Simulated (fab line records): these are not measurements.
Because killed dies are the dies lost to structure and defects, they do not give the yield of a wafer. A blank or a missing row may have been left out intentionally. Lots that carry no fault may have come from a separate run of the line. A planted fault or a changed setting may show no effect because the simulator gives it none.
Matching of chambers    flow n5_finfet    4 sister chambers for N5_BEOL_M8_ETCH_66 on rie_diel-03
The step etches SOC in N2/H2, target depth 80 nm, overetch 16 nm, time 120 s. 16 wafers are shown with their chamber, then 8 later ones without.

WAFERS PAIRED WITH THEIR CHAMBERS
wafer   chamber  showerhead_plenum_p_Torr (Torr)  throttle_valve_pct (%)  oes_product_au (a.u.)
L074.2  3        2.69                             17.77                   0.65
L074.3  0        2.45                             18.10                   0.58
L074.5  1        2.63                             17.88                   0.54
L077.1  3        2.69                             17.75                   0.65
L077.2  1        2.62                             17.90                   0.53
L077.3  2        2.51                             17.83                   0.53
L080.2  2        2.50                             17.85                   0.53
L080.3  1        2.62                             17.91                   0.52
L080.6  2        2.50                             17.85                   0.53
L082.2  0        2.44                             18.12                   0.57
L082.3  1        2.62                             17.91                   0.52
L082.5  1        2.62                             17.93                   0.53
L088.1  1        2.61                             17.93                   0.52
L088.4  0        2.44                             18.14                   0.57
L088.5  3        2.68                             17.79                   0.62
L086.3  3        2.68                             17.79                   0.62

SIGNATURES, as means of the wafers listed above
reading                   chamber 0  chamber 1  chamber 2  chamber 3  scatter within a chamber
showerhead_plenum_p_Torr  2.4433     2.6200     2.5033     2.6850     0.00601
throttle_valve_pct        18.1200    17.9100    17.8433    17.7750    0.0182
oes_product_au            0.5733     0.5267     0.5300     0.6350     0.0104
Rule: a wafer lies at a distance from a chamber equal to the root of the sum of squares, over the readings, of (its reading less the chamber's mean, divided by the reading's scatter). If the next closest chamber is less than 2 further off than the closest, the wafer can't be placed; otherwise it belongs to the closest. The scatter: take each reading less its chamber's mean, square it, sum over the shown wafers, divide by the number of wafers less the number of chambers, and take the root.

WAFERS WITH NO CHAMBER GIVEN
wafer   showerhead_plenum_p_Torr (Torr)  throttle_valve_pct (%)  oes_product_au (a.u.)
L086.5  2.61                             17.95                   0.52
L086.6  2.68                             17.82                   0.63
L091.2  2.68                             17.81                   0.62
L091.3  2.44                             18.15                   0.57
L091.6  2.50                             17.47                   0.73
L096.2  2.49                             17.50                   0.68
L096.5  2.43                             18.17                   0.56
L096.6  2.67                             17.86                   0.60

EACH ONE'S CHAMBER
wafer   from the rows above  in truth
L086.5  1                    1
L086.6  3                    3
L091.2  3                    3
L091.3  0                    0
L091.6  2                    2
L096.2  2                    2
L096.5  0                    0
L096.6  3                    3
Correct placement for 8 of the 8. Not placeable from these rows: 0. Placed wrongly: 0.
